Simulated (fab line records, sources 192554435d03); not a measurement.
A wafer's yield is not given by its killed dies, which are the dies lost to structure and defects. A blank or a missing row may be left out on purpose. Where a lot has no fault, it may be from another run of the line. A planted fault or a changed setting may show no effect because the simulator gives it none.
Matching of chambers :: flow n5Finfet :: N5_BEOL_M10_CVD_75 on cvdCo-01 has 3 sister chambers
The step deposits Co from CCTBA/H2, target thk 2 nm, time 138.9 s. 15 wafers are shown with their chamber, then 7 later ones without.

WAFERS WITH THEIR CHAMBER
wafer: L174.2
chamber: 0
runLengthS (s): 162.4

wafer: L174.4
chamber: 0
runLengthS (s): 163.1

wafer: L174.6
chamber: 1
runLengthS (s): 162.1

wafer: L176.1
chamber: 0
runLengthS (s): 163.1

wafer: L176.2
chamber: 1
runLengthS (s): 162.5

wafer: L176.5
chamber: 1
runLengthS (s): 162.2

wafer: L178.3
chamber: 1
runLengthS (s): 161.7

wafer: L178.4
chamber: 2
runLengthS (s): 161.8

wafer: L178.6
chamber: 0
runLengthS (s): 162.3

wafer: L179.3
chamber: 2
runLengthS (s): 161.8

wafer: L179.5
chamber: 0
runLengthS (s): 162.4

wafer: L179.6
chamber: 2
runLengthS (s): 161.4

wafer: L182.1
chamber: 1
runLengthS (s): 161.9

wafer: L182.2
chamber: 2
runLengthS (s): 161.7

wafer: L182.3
chamber: 0
runLengthS (s): 162.5

SIGNATURES (averages over the wafers above)
reading: runLengthS
chamber 0: 162.633
chamber 1: 162.080
chamber 2: 161.675
scatter within a chamber: 0.309
Rule: distance of a wafer from a chamber = root of the sum over the readings of ((wafer's reading minus chamber's mean) / reading's scatter) squared. If the next closest chamber is less than 2 further off than the closest, the wafer can't be placed; otherwise it belongs to the closest. The scatter: the root of (the sum of the squares of (reading less its chamber's mean) over the shown wafers, divided by (wafers less chambers)).

WAFERS WHOSE CHAMBER IS MISSING
wafer: L185.2
runLengthS (s): 162.3

wafer: L185.3
runLengthS (s): 162.4

wafer: L185.6
runLengthS (s): 162.3

wafer: L190.2
runLengthS (s): 162.8

wafer: L190.5
runLengthS (s): 161.8

wafer: L191.2
runLengthS (s): 162.4

wafer: L191.4
runLengthS (s): 162.4

THE CHAMBER EACH PASSED THROUGH
wafer: L185.2
from the rows above: can't be placed: 1 or 0 or 2
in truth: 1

wafer: L185.3
from the rows above: can't be placed: 0 or 1 or 2
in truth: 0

wafer: L185.6
from the rows above: can't be placed: 1 or 0 or 2
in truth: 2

wafer: L190.2
from the rows above: can't be placed: 0 or 1
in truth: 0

wafer: L190.5
from the rows above: can't be placed: 2 or 1
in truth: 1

wafer: L191.2
from the rows above: can't be placed: 0 or 1 or 2
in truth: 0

wafer: L191.4
from the rows above: can't be placed: 0 or 1 or 2
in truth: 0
Placed correctly: 0 of 7. Not placeable from these rows: 7 (in 7, the candidates include the true chamber). Placed wrongly: 0.
